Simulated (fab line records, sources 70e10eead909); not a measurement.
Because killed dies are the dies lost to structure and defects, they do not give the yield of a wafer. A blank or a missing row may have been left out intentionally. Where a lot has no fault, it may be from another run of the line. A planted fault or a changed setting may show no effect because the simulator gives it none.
Chamber matching | flow nand_harc | 4 sister chambers for NHARC_A_CONTACT_ETCH_110 on rie_diel-04
The step etches the open film in CF4/O2, target depth 60 nm, overetch 6 nm, time 33 s. 4 wafers are shown with their chamber, then 9 later ones without.

== EACH WAFER AND ITS CHAMBER ==
wafer  | chamber | showerhead_plenum_p_Torr (Torr)
L086.1 | 0       | 1.40
L091.2 | 2       | 1.28
L091.3 | 1       | 1.34
L091.4 | 3       | 1.24

== WAFERS WHOSE CHAMBER IS MISSING ==
wafer  | showerhead_plenum_p_Torr (Torr)
L088.2 | 1.34
L088.5 | 1.39
L088.6 | 1.34
L092.2 | 1.39
L092.4 | 1.34
L092.6 | 1.34
L097.1 | 1.34
L097.3 | 1.24
L097.5 | 1.28

== THE CHAMBER EACH PASSED THROUGH ==
wafer  | from the rows above | in truth
L088.2 | 1                   | 1
L088.5 | 0                   | 0
L088.6 | 1                   | 1
L092.2 | 0                   | 0
L092.4 | 1                   | 1
L092.6 | 1                   | 1
L097.1 | 1                   | 1
L097.3 | 3                   | 3
L097.5 | 2                   | 2
Placed correctly: 9 of 9. Left unplaced by these rows: 0. Wrongly placed: 0.
How it was worked out, from the rows above alone: a wafer's distance from a chamber is the root of the sum, over the readings, of the square of ((its reading less the chamber's mean) divided by the reading's scatter). If the next closest chamber is less than 2 further off than the closest, the wafer can't be placed; otherwise it belongs to the closest. The mean given for a chamber averages the wafers shown for that chamber. The scatter: root of mean squared gap, hidden wafer to nearest shown wafer, with one shown wafer a chamber.
